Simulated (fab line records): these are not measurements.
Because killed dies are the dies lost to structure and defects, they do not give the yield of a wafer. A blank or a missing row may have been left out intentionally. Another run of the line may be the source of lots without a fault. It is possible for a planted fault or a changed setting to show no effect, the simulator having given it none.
fab line records	flow nand-harc	part 2 of 2: steps 5 to 6 of 6
record lots=21	wafers=63	last-day=33
route steps=1302 shown A_CHANNEL_HOLE_D1@476 A_DECK1_JOINT@542 A_CHANNEL_HOLE_D2@604 A_CHANNEL_FILL_D2@620
lots untouched by any fault: they come from a run of this same line in which no faults occurred
start-h: hours from the record's opening day to when the first of the lot's shown wafers began	wait-h: hours elapsed since this lot's preceding step	" repeats the value in the row above	L1.1+2: a row that stands for several wafers	- either no value or no given start	* or withheld: withheld	< > ~ a bound
route shown NAME@n: names a module that has steps shown in the file, with the first one's number in the route	usual: average and standard deviation across the fault-free wafers	same: alike in all rows	chamber/n: place in a boat	sites: each site's reading	_std_site: standard deviation of those values	_edge_site: the outer-site mean with the inner-site mean subtracted	radius-mm: for every site, how far away it sits from the centre of the wafer	mask NAME#n: copy n	behind: tool/chamber where the wafer was last shaped	hold: why the lot was held/for how many hours/how that ended	device: names the non-switching transistor (n, p or np)	end of line: tests of these same wafers at the route's end	a step given without rows: its recipe and nothing more	killed: at the first sort, the dies lost to defects and structure; wafer yield is something else	map: dies across one wafer; x = killed, . = not, _ = none there
set.NAME: the setting the step ran with; set.NAME@STEP: the setting that earlier step ran with	model.NAME: the simulator's own value behind a step, which no gauge read
steps of the route over a sample of lots; a table a step, a row a wafer
services: a tool's chamber out of use, with start hour (start-h, from the record's first day; less than 0 if before it), hours out, and reason
## steps
# step NHARC_A_CHANNEL_FILL_D2_STRIP_28
# recipe time-s=20	o2-flow-sccm=500	ar-flow-sccm=0	bias-w=0	chemistry=O2
# usual drypump-motor-current-A=5.7/0.46	mfc-ar-sccm=0.013/0.014	oes-product-au=0.995/0.0094	rf-vpp-V=57.9/0.8	showerhead-plenum-p-Torr=3.60/0.12	throttle-valve-pct=17.036/0.0095
lot.wafer	tool	chamber	start-h	wait-h	drypump-motor-current-A	mfc-ar-sccm	oes-product-au	rf-hours-counter-h	rf-vpp-V	showerhead-plenum-p-Torr	throttle-valve-pct
L074.2	rie-diel-08	1	325.83	0.1	6.5	0	1.009	4	58.4	3.58	17.041
L074.5	"	3	"	"	4.9	0.027	0.977	-	57.1	3.52	17.051
L074.6	"	0	"	"	6.1	0.045	0.991	-	55.4	3.62	17.053
L076.1	rie-diel-10	1	348.14	0.1	5.9	0	0.996	3	58.0	3.54	17.035
L076.2	"	2	"	"	5.8	0.010	0.982	3	58.9	3.78	17.028
L076.6	"	0	"	"	6.1	0.006	0.985	-	57.5	3.71	17.044
L077.1	rie-diel-13	2	352.68	0.1	4.9	0.016	1.000	0	57.3	3.33	17.030
L077.2	"	3	"	"	5.6	0	0.986	0	56.7	3.46	17.018
L077.5	"	1	"	"	5.7	0.017	0.999	-	56.7	3.65	17.037
L078.2	rie-diel-10	1	359.35	0.1	6.0	0	1.000	3	58.0	3.54	17.033
L078.3	"	3	"	"	6.0	0.029	0.983	2	57.5	3.67	17.054
L078.6	"	1	"	"	5.9	0	0.985	-	58.1	3.54	17.031
L079.4	rie-diel-13	2	374.03	0.1	4.9	0.016	1.017	3	57.8	3.33	17.025
L079.3	"	3	"	"	5.6	0	0.999	4	57.3	3.45	17.030
L079.5	"	1	"	"	5.7	0.017	0.995	-	58.9	3.65	17.039
L075.2	rie-diel-10	3	393.51	0.1	6.0	0.029	0.998	3	57.6	3.67	17.032
L075.3	"	0	"	"	6.1	0.006	0.988	3	59.1	3.71	17.022
L075.1	"	1	"	"	6.0	0	1.003	3	58.5	3.54	17.038
L081.2	rie-diel-13	2	393.52	0.1	4.9	0.016	1.010	7	58.4	3.33	17.038
L081.3	"	0	"	"	5.1	0	1.009	7	57.0	3.55	17.048
L081.5	"	1	"	"	5.7	0.017	0.996	-	58.3	3.64	17.016
L084.1	rie-diel-10	2	413.84	0.1	5.8	0.010	0.990	4	57.6	3.78	17.030
L084.2	"	0	"	"	6.0	0.006	0.988	4	58.3	3.71	17.027
L084.6	"	2	"	"	5.8	0.010	0.988	-	59.0	3.78	17.043
L083.1	rie-diel-08	1	413.86	0.1	6.5	0	1.011	1	57.7	3.58	17.033
L083.2	"	0	"	"	6.1	0.045	1.000	1	58.2	3.62	17.038
L083.6	"	0	"	"	6.1	0.045	0.996	-	58.7	3.62	17.036
L086.3	rie-diel-13	3	440.34	0.1	5.6	0	1.003	15	57.0	3.45	17.027
L086.1	"	0	"	"	5.2	0	1.005	16	58.2	3.54	17.039
L086.5	"	0	"	"	5.2	0	0.997	-	57.4	3.54	17.032
L085.1	rie-diel-10	2	440.36	0.1	5.8	0.010	1.003	0	60.1	3.78	17.039
L085.3	"	0	"	"	6.1	0.006	0.986	0	57.7	3.71	17.053
L085.6	"	1	"	"	5.9	0	0.992	-	57.9	3.54	17.045
L087.1	rie-diel-10	0	469.26	0.1	6.0	0.006	0.998	1	57.7	3.71	17.043
L087.4	"	2	"	"	5.7	0.010	0.992	-	58.1	3.78	17.038
L087.6	"	1	"	"	5.9	0	0.990	-	59.7	3.54	17.040
L090.1	rie-diel-08	0	476.12	0.1	6.1	0.045	0.992	3	58.4	3.62	17.020
L090.3	"	2	"	"	6.1	0.021	1.002	2	57.8	3.73	17.045
L090.6	"	0	"	"	6.0	0.045	1.001	-	57.1	3.62	17.030
L088.1	rie-diel-08	0	476.16	0.1	6.1	0.045	1.002	3	58.6	3.62	17.045
L088.6	"	1	"	"	6.6	0	1.003	-	56.3	3.58	17.031
L088.5	"	2	"	"	6.1	0.021	1.001	-	58.6	3.73	17.035
L089.4	rie-diel-13	2	476.83	0.8	4.9	0.016	1.010	22	58.2	3.32	17.029
L089.1	"	3	"	"	5.6	0	1.001	22	57.3	3.44	17.041
L089.5	"	2	"	"	4.9	0.016	1.012	-	56.6	3.32	17.040
L091.2	rie-diel-10	0	492.24	0.1	6.0	0.006	0.981	2	57.7	3.71	17.031
L091.4	"	3	"	"	5.9	0.029	0.990	1	58.7	3.67	17.036
L091.6	"	1	"	"	5.9	0	0.990	-	56.9	3.54	17.033
L092.4	rie-diel-13	2	492.26	0.1	4.9	0.016	1.012	24	57.1	3.32	17.019
L092.3	"	0	"	"	5.1	0	0.990	26	57.9	3.54	17.032
L092.2	"	1	"	"	5.7	0.017	0.983	27	58.7	3.63	17.052
L093.3	rie-diel-08	1	510.22	0.1	6.6	0	0.998	4	57.2	3.58	17.053
L093.5	"	3	"	"	4.9	0.027	0.997	-	57.0	3.51	17.040
L093.6	"	0	"	"	6.1	0.045	0.992	-	58.7	3.62	17.025
L094.4	rie-diel-08	0	530.80	0.1	6.1	0.045	0.994	5	58.7	3.62	17.019
L094.1	"	2	"	"	6.0	0.021	1.008	4	59.3	3.72	17.034
L094.5	"	0	"	"	6.1	0.045	0.998	-	57.1	3.62	17.044
L095.1	rie-diel-13	3	543.02	0.1	5.6	0	0.996	2	57.6	3.44	17.033
L095.6	"	3	"	"	5.6	0	0.997	-	57.4	3.44	17.039
L095.5	"	0	"	"	5.2	0	1.006	-	57.3	3.53	17.040
L097.1	rie-diel-10	3	543.04	0.1	6.0	0.029	0.993	2	59.8	3.67	17.041
L097.3	"	0	"	"	6.0	0.006	0.970	3	57.0	3.71	17.031
L097.6	"	1	"	"	6.0	0	0.979	-	57.4	3.54	17.032
# step NHARC_A_CHANNEL_FILL_D2_STRIP_29
# recipe time-s=20	o2-flow-sccm=500	ar-flow-sccm=0	bias-w=0	chemistry=O2
# usual drypump-motor-current-A=5.8/0.47	mfc-ar-sccm=0.015/0.014	oes-product-au=0.994/0.011	rf-vpp-V=57.9/0.9	showerhead-plenum-p-Torr=3.61/0.11	throttle-valve-pct=17.036/0.0083
lot.wafer	tool	chamber	start-h	wait-h	drypump-motor-current-A	mfc-ar-sccm	oes-product-au	rf-hours-counter-h	rf-vpp-V	showerhead-plenum-p-Torr	throttle-valve-pct
L074.2	rie-diel-10	3	-	-	6.0	0.029	0.974	2	58.9	3.67	17.024
L074.6	"	0	"	"	6.1	0.006	0.989	-	58.9	3.71	17.027
L074.5	"	1	"	"	6.0	0	0.994	-	57.2	3.54	17.044
L076.1	rie-diel-08	0	-	-	6.0	0.045	0.991	6	57.7	3.62	17.052
L076.2	"	2	"	"	6.1	0.021	1.007	5	57.9	3.73	17.039
L076.6	"	0	"	"	6.0	0.045	0.994	-	57.3	3.62	17.038
L077.2	rie-diel-13	0	-	-	5.2	0	1.007	3	59.3	3.55	17.034
L077.1	"	3	"	"	5.5	0	1.009	4	55.8	3.45	17.032
L077.5	"	0	"	"	5.2	0	1.000	-	58.3	3.55	17.040
L078.3	rie-diel-10	0	-	-	6.0	0.006	0.988	3	57.9	3.71	17.049
L078.2	"	1	"	"	5.9	0	1.001	3	58.6	3.54	17.024
L078.6	"	0	"	"	6.0	0.006	0.982	-	57.1	3.71	17.051
L079.3	rie-diel-08	3	391.67	0.2	4.9	0.027	0.980	0	56.3	3.51	17.026
L079.5	"	1	"	"	6.6	0	1.006	-	58.7	3.58	17.046
L079.4	"	2	"	"	6.1	0.021	0.992	-	56.9	3.73	17.018
L081.3	rie-diel-13	1	-	-	5.7	0.017	0.999	11	60.1	3.64	17.040
L081.2	"	2	"	"	4.9	0.016	1.009	10	58.0	3.33	17.049
L081.5	"	2	"	"	4.9	0.016	1.010	-	57.5	3.33	17.029
L075.3	rie-diel-08	3	411.48	0.2	4.9	0.027	0.986	1	58.1	3.51	17.035
L075.2	"	0	"	"	6.1	0.045	0.992	1	57.2	3.62	17.049
L075.1	"	1	"	"	6.5	0	1.004	1	57.0	3.58	17.033
L084.1	rie-diel-10	0	-	-	6.0	0.006	0.979	0	55.7	3.71	17.047
L084.2	"	1	"	"	5.9	0	0.988	0	58.6	3.54	17.027
L084.6	"	2	"	"	5.7	0.010	0.989	-	58.0	3.78	17.037
L083.1	rie-diel-08	0	-	-	6.0	0.045	0.987	2	57.4	3.62	17.029
L083.2	"	1	"	"	6.6	0	1.008	2	58.2	3.58	17.041
L083.6	"	0	"	"	6.1	0.045	0.994	-	57.6	3.62	17.037
L085.3	rie-diel-10	3	-	-	5.9	0.029	0.976	0	57.7	3.67	17.042
L085.1	"	1	"	"	5.9	0	0.989	1	58.0	3.54	17.025
L085.6	"	2	"	"	5.8	0.010	0.993	-	57.5	3.78	17.039
L086.1	rie-diel-08	3	-	-	4.9	0.027	0.995	2	57.6	3.51	17.026
L086.3	"	1	"	"	6.6	0	1.005	3	56.8	3.58	17.036
L086.5	"	2	"	"	6.1	0.021	0.990	-	58.0	3.73	17.036
L087.1	rie-diel-13	1	-	-	5.7	0.017	0.993	26	57.1	3.63	17.035
L087.4	"	0	"	"	5.2	0	0.994	25	56.4	3.54	17.034
L087.6	"	2	"	"	4.9	0.016	1.016	-	58.2	3.32	17.038
L090.3	rie-diel-08	1	-	-	6.5	0	0.998	4	57.2	3.58	17.031
L090.1	"	3	"	"	4.9	0.027	0.996	3	57.9	3.51	17.036
L090.6	"	0	"	"	6.1	0.045	0.989	-	57.9	3.62	17.042
L088.1	rie-diel-13	3	-	-	5.6	0	1.010	24	57.3	3.44	17.034
L088.6	"	2	"	"	4.9	0.016	1.019	-	58.5	3.32	17.041
L088.5	"	3	"	"	5.6	0	1.006	-	56.3	3.44	17.041
L089.1	rie-diel-10	1	-	-	5.9	0	0.989	2	58.2	3.54	17.022
L089.4	"	2	"	"	5.8	0.010	0.996	2	60.6	3.78	17.047
L089.5	"	0	"	"	6.0	0.006	0.976	-	57.4	3.71	17.040
L092.4	rie-diel-08	0	-	-	6.0	0.045	0.987	4	58.9	3.62	17.036
L092.3	"	1	"	"	6.6	0	1.016	4	56.5	3.58	17.041
L092.2	"	2	"	"	6.1	0.021	1.008	3	58.0	3.72	17.031
L091.2	rie-diel-10	0	-	-	6.0	0.006	0.982	3	59.0	3.71	17.035
L091.4	"	1	"	"	5.9	0	0.975	3	57.4	3.54	17.027
L091.6	"	0	"	"	6.0	0.006	0.984	-	57.5	3.71	17.042
L093.3	rie-diel-10	0	-	-	6.0	0.006	0.967	3	58.6	3.71	17.034
L093.6	"	2	"	"	5.8	0.010	0.985	-	58.1	3.78	17.039
L093.5	"	3	"	"	6.0	0.029	0.985	-	59.0	3.67	17.030
L094.1	rie-diel-10	3	-	-	6.0	0.029	0.990	2	58.0	3.67	17.044
L094.4	"	0	"	"	6.0	0.006	0.977	4	57.1	3.71	17.038
L094.5	"	2	"	"	5.8	0.010	0.983	-	60.2	3.78	17.032
L095.1	rie-diel-13	1	-	-	5.7	0.017	0.991	4	56.9	3.63	17.046
L095.6	"	0	"	"	5.2	0	1.000	-	57.2	3.53	17.035
L095.5	"	1	"	"	5.7	0.017	0.992	-	58.2	3.63	17.023
L097.3	rie-diel-08	0	-	-	6.1	0.045	1.006	0	58.3	3.62	17.034
L097.1	"	1	"	"	6.6	0	1.010	0	58.5	3.58	17.035
L097.6	"	0	"	"	6.1	0.045	0.995	-	57.3	3.62	17.033
## services
tool	chamber	start-h	hours	kind
rie-diel-13	-	165.00	9.0	pm
pecvd-03	-	165.31	0.4	repair
rie-diel-08	3	173.48	6.5	repair
rie-diel-08	-	190.80	9.0	pm
rie-diel-10	3	236.96	3.5	repair
rie-diel-13	1	238.10	1.5	repair
rie-diel-10	-	242.50	9.0	pm
rie-diel-08	2	261.13	2.6	repair
rie-diel-10	0	263.82	7.1	repair
rie-diel-13	-	342.00	9.0	pm
rie-diel-13	0	361.17	4.7	repair
rie-diel-08	-	367.80	9.0	pm
rie-diel-08	0	388.89	2.9	repair
rie-diel-10	0	394.73	1.5	repair
rie-diel-08	2	407.49	9.2	repair
har-etch-01	-	414.29	0.2	repair
rie-diel-10	-	419.50	9.0	pm
rie-diel-10	3	433.46	13.2	repair
rie-diel-10	-	436.22	0.7	repair
rie-diel-10	3	465.47	4.7	repair
rie-diel-13	-	519.00	9.0	pm
rie-diel-10	3	535.00	4.7	repair
rie-diel-10	2	539.60	7.2	repair
rie-diel-08	-	544.80	9.0	pm
